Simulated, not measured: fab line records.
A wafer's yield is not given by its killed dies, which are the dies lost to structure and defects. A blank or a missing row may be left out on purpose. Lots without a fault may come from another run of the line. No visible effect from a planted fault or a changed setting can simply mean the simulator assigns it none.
Which tool was responsible?    flow nand-harc    24 lots with 72 wafers sampled at 6 steps, on a route of 1302 steps

== WHAT EACH GAUGE READ, for each wafer ==
NHARC_P_M1_THK_MEAS_24: measures by xrf. Usual: thk-nm 157.6 nm, standard deviation 1.8.
lot   measured      on             thk-nm (nm)        flag
L074  day 6 02:09   film-metro-02  159.6 157.9 158.2  
L075  day 7 00:04   film-metro-02  158.2 154.9 157.2  
L076  day 7 08:13   film-metro-02  157.8 157.7 160.6  
L077  day 7 14:50   film-metro-02  155.8 154.1 160.6  
L078  day 8 03:07   film-metro-01  156.2 155.0 157.7  
L079  day 8 14:11   film-metro-02  158.3 154.5 156.6  
L080  day 8 16:23   film-metro-01  160.0 157.3 158.1  
L081  day 9 05:43   film-metro-02  153.7 156.3 156.4  
L082  day 9 15:34   film-metro-02  158.4 157.0 156.8  
L083  day 10 04:43  film-metro-01  155.3 155.3 156.7  
L084  day 10 15:12  film-metro-02  157.0 158.4 156.1  
L085  day 11 00:08  film-metro-01  158.8 155.1 156.2  
L086  day 11 03:53  film-metro-02  157.4 157.1 157.9  
L087  day 11 17:57  film-metro-01  157.1 156.6 160.5  
L088  day 12 16:30  film-metro-01  159.2 158.4 158.8  
L089  day 12 17:36  film-metro-01  156.9 156.3 162.8  
L090  day 13 10:56  film-metro-01  158.9 157.9 156.8  
L091  day 13 16:39  film-metro-01  157.4 158.0 159.9  
L092  day 13 17:19  film-metro-01  157.4 157.9 159.8  
L093  day 14 11:07  film-metro-01  157.9 157.9 154.9  
L094  day 14 11:31  film-metro-02  156.5 159.3 155.5  
L095  day 14 21:22  film-metro-01  162.1 157.7 159.1  
L096  day 15 07:34  film-metro-01  157.8 159.6 160.7  
L097  day 16 02:29  film-metro-01  157.5 159.6 158.0  

NHARC_P_BONDPAD_CD_MEAS_09: the cd target is 500 nm. Usual: cd-nm 499.4 nm, standard deviation 2.6.
lot   measured      on         cd-nm (nm)         flag
L074  day 6 08:05   cd-sem-03  497.8 495.7 499.6  
L075  day 7 06:08   cd-sem-01  500.1 498.2 495.1  
L076  day 7 14:28   cd-sem-02  500.6 497.3 494.7  
L077  day 7 21:11   cd-sem-01  501.8 498.1 498.7  
L078  day 8 10:10   cd-sem-03  496.0 500.0 497.9  
L079  day 8 20:18   cd-sem-02  500.9 497.5 503.8  
L080  day 8 22:21   cd-sem-03  496.8 502.0 502.5  
L081  day 9 11:50   cd-sem-01  500.4 496.6 499.6  
L082  day 9 21:34   cd-sem-03  496.7 500.2 496.6  
L083  day 10 10:36  cd-sem-02  496.5 501.6 503.1  
L084  day 10 21:16  cd-sem-02  502.2 502.0 501.8  
L085  day 11 06:08  cd-sem-02  499.5 497.6 496.9  
L086  day 11 10:02  cd-sem-03  502.7 498.8 496.2  
L087  day 12 00:34  cd-sem-03  498.3 496.4 496.0  
L088  day 12 22:43  cd-sem-03  501.9 498.5 503.8  
L089  day 12 23:41  cd-sem-01  501.7 501.9 502.4  
L090  day 13 17:04  cd-sem-03  498.2 497.7 498.7  
L091  day 13 22:44  cd-sem-03  495.0 500.2 499.7  
L092  day 13 23:26  cd-sem-03  500.3 500.2 495.6  
L093  day 14 17:08  cd-sem-03  502.5 504.2 498.1  
L094  day 14 17:35  cd-sem-01  502.7 501.6 504.6  
L095  day 15 03:25  cd-sem-03  499.3 497.7 497.9  
L096  day 15 13:42  cd-sem-03  499.9 504.4 498.7  
L097  day 16 08:26  cd-sem-03  497.7 498.3 497.3  

NHARC_P_BONDPAD_OVL_MEAS_38. Usual: overlay-x-nm 1 nm, standard deviation 6.7; overlay-y-nm 0 nm, standard deviation 6.5.
lot   measured      on          overlay-x-nm (nm)  overlay-y-nm (nm)  flag
L074  day 6 08:10   overlay-01  4 4 4              -6 -5 -6           
L075  day 7 06:13   overlay-01  7 7 7              2 2 2              
L076  day 7 14:33   overlay-02  6 7 6              -8 -8 -8           
L077  day 7 21:17   overlay-01  -1 -1 -1           11 11 11           
L078  day 8 10:15   overlay-01  -6 -7 -7           1 0 1              
L079  day 8 20:23   overlay-02  -1 -1 -1           -4 -4 -4           
L080  day 8 22:26   overlay-01  -7 -6 -6           6 5 6              
L081  day 9 11:55   overlay-02  10 10 10           -17 -17 -17        
L082  day 9 21:40   overlay-01  -6 -7 -7           12 12 12           
L083  day 10 10:41  overlay-02  7 8 7              0 0 1              
L084  day 10 21:21  overlay-02  -8 -8 -8           -1 -1 -1           
L085  day 11 06:13  overlay-02  -1 -1 0            0 -1 0             
L086  day 11 10:07  overlay-02  0 -1 -1            8 8 8              
L087  day 12 00:39  overlay-01  3 2 3              -3 -3 -3           
L088  day 12 22:48  overlay-01  -6 -5 -6           -9 -8 -9           
L089  day 12 23:47  overlay-02  18 19 17           -1 -1 -1           
L090  day 13 17:10  overlay-02  -8 -7 -8           5 5 5              
L091  day 13 22:49  overlay-02  8 7 8              6 5 6              
L092  day 13 23:31  overlay-01  -9 -8 -9           -1 -1 -1           
L093  day 14 17:13  overlay-02  8 8 8              6 6 6              
L094  day 14 17:40  overlay-01  1 1 1              -7 -8 -7           
L095  day 15 03:30  overlay-01  -3 -3 -2           0 1 0              
L096  day 15 13:47  overlay-02  3 3 3              0 0 0              
L097  day 16 08:31  overlay-01  5 5 5              2 2 2              

NHARC_A_ONON_D1_THK_MEAS_14: measures by ellipsometry. Usual: thk-nm 999 nm, standard deviation 6.9.
lot   measured      on             thk-nm (nm)     flag
L074  day 7 11:56   film-metro-02  1000 1000 1000  
L075  day 8 12:25   film-metro-01  1008 1007 1007  
L076  day 8 20:13   film-metro-02  986 990 986     
L077  day 9 05:28   film-metro-01  988 988 987     
L078  day 9 18:06   film-metro-01  991 992 993     
L079  day 10 00:45  film-metro-01  1000 999 999    
L080  day 10 00:47  film-metro-02  1002 1002 1001  
L081  day 10 16:49  film-metro-02  998 997 998     
L082  day 11 01:49  film-metro-01  997 996 999     
L083  day 11 18:28  film-metro-02  1000 1001 1001  
L084  day 12 05:14  film-metro-01  999 1000 998    
L085  day 12 12:28  film-metro-01  1000 1002 1001  
L086  day 12 12:49  film-metro-01  1000 1003 1003  
L087  day 13 05:13  film-metro-02  1006 1004 1005  
L088  day 14 04:53  film-metro-01  996 996 996     
L089  day 14 04:55  film-metro-02  997 997 997     
L090  day 14 22:53  film-metro-01  999 1000 1000   
L091  day 15 07:05  film-metro-01  991 993 990     
L092  day 15 07:07  film-metro-02  1011 1010 1009  
L093  day 16 00:15  film-metro-02  992 992 992     
L094  day 16 00:04  film-metro-02  992 990 990     
L095  day 16 08:37  film-metro-01  991 989 990     
L096  day 16 17:49  film-metro-01  1012 1013 1014  
L097  day 17 13:08  film-metro-01  1007 1008 1007  

== WHAT TOOL EACH LOT RAN ON (gives the tool, then ch and the chambers of the sampled wafers, and finally the start) ==
lot   NHARC_P_M2_ETCH_35                  NHARC_P_M2_STRIP_18
L074  rie-diel-10 ch 1,2,3, day 6 03:52   rie-diel-04 ch 0,3, day 6 04:11
L075  rie-diel-04 ch 0,2, day 7 01:47     rie-diel-11 ch 0,1,2, day 7 02:07
L076  rie-diel-11 ch 0,1,2, day 7 10:02   rie-diel-04 ch 2,3, day 7 10:25
L077  rie-diel-04 ch 0,3, day 7 16:46     rie-diel-04 ch 0,2, day 7 17:05
L078  rie-diel-11 ch 2,3, day 8 05:37     rie-diel-11 ch 2,3, day 8 05:56
L079  rie-diel-11 ch 1,2,3, day 8 16:02   rie-diel-11 ch 1,2, day 8 16:20
L080  rie-diel-10 ch 0,2, day 8 18:13     rie-diel-11 ch 0,1,3, day 8 18:32
L081  rie-diel-04 ch 0,1,3, day 9 07:33   rie-diel-11 ch 1,2,3, day 9 07:52
L082  rie-diel-10 ch 2,3, day 9 17:16     rie-diel-04 ch 1,3, day 9 17:35
L083  rie-diel-11 ch 0,1, day 10 06:25    rie-diel-10 ch 0,2,3, day 10 06:44
L084  rie-diel-10 ch 0,2, day 10 17:04    rie-diel-04 ch 0,2, day 10 17:25
L085  rie-diel-11 ch 0,1,2, day 11 01:50  rie-diel-10 ch 1,3, day 11 02:11
L086  rie-diel-04 ch 0,1,2, day 11 05:53  rie-diel-04 ch 0,1,2, day 11 06:11
L087  rie-diel-04 ch 0,1,2, day 11 20:26  rie-diel-10 ch 0,1,3, day 11 20:46
L088  rie-diel-10 ch 0,3, day 12 18:26    rie-diel-10 ch 0,1,3, day 12 18:44
L089  rie-diel-10 ch 2,3, day 12 19:25    rie-diel-04 ch 0,1, day 12 19:42
L090  rie-diel-10 ch 0,1,2, day 13 12:46  rie-diel-11 ch 0,2,3, day 13 13:04
L091  rie-diel-10 ch 0,1,3, day 13 18:29  rie-diel-04 ch 0,2,3, day 13 18:49
L092  rie-diel-11 ch 1,2, day 13 19:10    rie-diel-10 ch 1,2,3, day 13 19:31
L093  rie-diel-04 ch 0,2, day 14 12:52    rie-diel-10 ch 0,3, day 14 13:10
L094  rie-diel-04 ch 1,2, day 14 13:19    rie-diel-11 ch 0,3, day 14 13:37
L095  rie-diel-04 ch 1,2,3, day 14 23:05  rie-diel-11 ch 1,3, day 14 23:22
L096  rie-diel-11 ch 0,3, day 15 09:24    rie-diel-11 ch 0,1,3, day 15 09:43
L097  rie-diel-04 ch 0,2,3, day 16 04:19  rie-diel-10 ch 0,2,3, day 16 04:36
- NHARC_P_M2_ETCH_35: etches the open film in N2/H2, target depth 40 nm, overetch 12 nm, time 43.94 s.
- NHARC_P_M2_STRIP_18: strips in N2/H2.

== AS READ BY THE TOOLS THEMSELVES (means over the sampled wafers that have a number; for cases with no such wafer, the mark the record gives instead) ==
NHARC_P_M2_ETCH_35. Usual: drypump-motor-current-A 5.7 A, standard deviation 0.55; oes-product-au 0.999 a.u., standard deviation 0.013; rf-vpp-V 432.4 V, standard deviation 2.4; showerhead-plenum-p-Torr 2.11 Torr, standard deviation 0.078; throttle-valve-pct 14.171 %, standard deviation 0.0085.
lot   tool         drypump-motor-current-A (A)  oes-product-au (a.u.)  rf-vpp-V (V)  showerhead-plenum-p-Torr (Torr)  throttle-valve-pct (%)  flag
L074  rie-diel-10  5.8                          0.987                  430.9         2.04                             14.179                  
L075  rie-diel-04  5.5                          1.008                  435.1         2.19                             14.166                  
L076  rie-diel-11  5.7                          0.987                  430.9         2.06                             14.174                  
L077  rie-diel-04  6.0                          1.002                  434.8         2.18                             14.160                  
L078  rie-diel-11  6.2                          0.994                  430.8         2.06                             14.180                  
L079  rie-diel-11  5.7                          0.997                  432.3         2.10                             14.172                  
L080  rie-diel-10  5.7                          0.993                  429.4         2.01                             14.171                  
L081  rie-diel-04  5.5                          0.991                  434.7         2.19                             14.169                  
L082  rie-diel-10  5.9                          0.998                  430.9         2.03                             14.172                  
L083  rie-diel-11  5.1                          0.991                  431.6         2.09                             14.167                  
L084  rie-diel-10  5.7                          0.992                  429.8         2.01                             14.170                  
L085  rie-diel-11  5.7                          0.999                  430.5         2.06                             14.167                  
L086  rie-diel-04  5.3                          0.987                  435.5         2.18                             14.169                  
L087  rie-diel-04  5.3                          0.993                  434.4         2.18                             14.176                  
L088  rie-diel-10  5.9                          1.008                  433.0         2.11                             14.173                  
L089  rie-diel-10  6.2                          1.007                  431.4         2.08                             14.176                  
L090  rie-diel-10  5.6                          1.006                  430.7         2.03                             14.169                  
L091  rie-diel-10  5.8                          0.998                  432.3         2.09                             14.170                  
L092  rie-diel-11  6.0                          1.000                  430.5         2.03                             14.165                  
L093  rie-diel-04  5.6                          1.014                  434.8         2.19                             14.174                  
L094  rie-diel-04  5.4                          0.986                  433.9         2.17                             14.173                  
L095  rie-diel-04  5.6                          0.991                  434.3         2.17                             14.166                  
L096  rie-diel-11  5.5                          1.025                  432.9         2.14                             14.170                  
L097  rie-diel-04  5.8                          1.016                  433.7         2.18                             14.181                  

NHARC_P_M2_STRIP_18. Usual: drypump-motor-current-A 5.7 A, standard deviation 0.54; oes-product-au 0.999 a.u., standard deviation 0.013; rf-vpp-V 91.2 V, standard deviation 0.82; showerhead-plenum-p-Torr 2.11 Torr, standard deviation 0.076; throttle-valve-pct 14.170 %, standard deviation 0.0099.
lot   tool         drypump-motor-current-A (A)  oes-product-au (a.u.)  rf-vpp-V (V)  showerhead-plenum-p-Torr (Torr)  throttle-valve-pct (%)  flag
L074  rie-diel-04  6.0                          1.010                  91.5          2.18                             14.164                  
L075  rie-diel-11  5.7                          0.994                  90.6          2.06                             14.168                  
L076  rie-diel-04  6.0                          1.021                  91.3          2.17                             14.172                  
L077  rie-diel-04  5.6                          1.011                  91.6          2.19                             14.167                  
L078  rie-diel-11  6.2                          0.997                  91.3          2.06                             14.172                  
L079  rie-diel-11  6.0                          0.991                  91.0          2.04                             14.170                  
L080  rie-diel-11  5.4                          1.005                  90.9          2.12                             14.167                  
L081  rie-diel-11  5.7                          0.998                  91.3          2.10                             14.168                  
L082  rie-diel-04  5.2                          0.992                  91.7          2.18                             14.175                  
L083  rie-diel-10  5.9                          0.990                  91.0          2.07                             14.170                  
L084  rie-diel-04  5.7                          1.001                  91.2          2.17                             14.166                  
L085  rie-diel-10  6.1                          0.984                  90.1          2.10                             14.172                  
L086  rie-diel-04  5.3                          0.989                  91.0          2.18                             14.177                  
L087  rie-diel-10  5.8                          1.002                  91.5          2.09                             14.168                  
L088  rie-diel-10  5.8                          1.005                  91.1          2.09                             14.167                  
L089  rie-diel-04  5.2                          1.000                  91.3          2.20                             14.158                  
L090  rie-diel-11  5.9                          1.007                  90.8          2.08                             14.156                  
L091  rie-diel-04  5.8                          1.001                  92.4          2.18                             14.164                  
L092  rie-diel-10  5.8                          0.991                  91.7          2.04                             14.174                  
L093  rie-diel-10  5.9                          1.004                  91.6          2.11                             14.162                  
L094  rie-diel-11  5.6                          1.007                  91.4          2.10                             14.174                  
L095  rie-diel-11  5.1                          1.004                  91.4          2.13                             14.172                  
L096  rie-diel-11  5.3                          1.006                  90.3          2.12                             14.167                  
L097  rie-diel-10  5.9                          1.007                  91.2          2.07                             14.178                  

== THE ANSWER, worked out from the rows above alone ==
Rule: lot off if the mean of its wafers having a number is beyond 3 standard deviations from the usual mean. A lot without any number at a reading at which 4 lots or more have one is off too. The other lots that the step has rows for count as sound. First the gauges in route order, then the tools' own readings, where a lot's mean is used as printed above. The first step at which some lot is off is used, and at that step the reading that is off furthest; a lot without a number counts as furthest.
No lot is off on any of the readings shown, so nothing can be concluded from this.

== WHAT THE SIMULATOR HAD PUT IN ==
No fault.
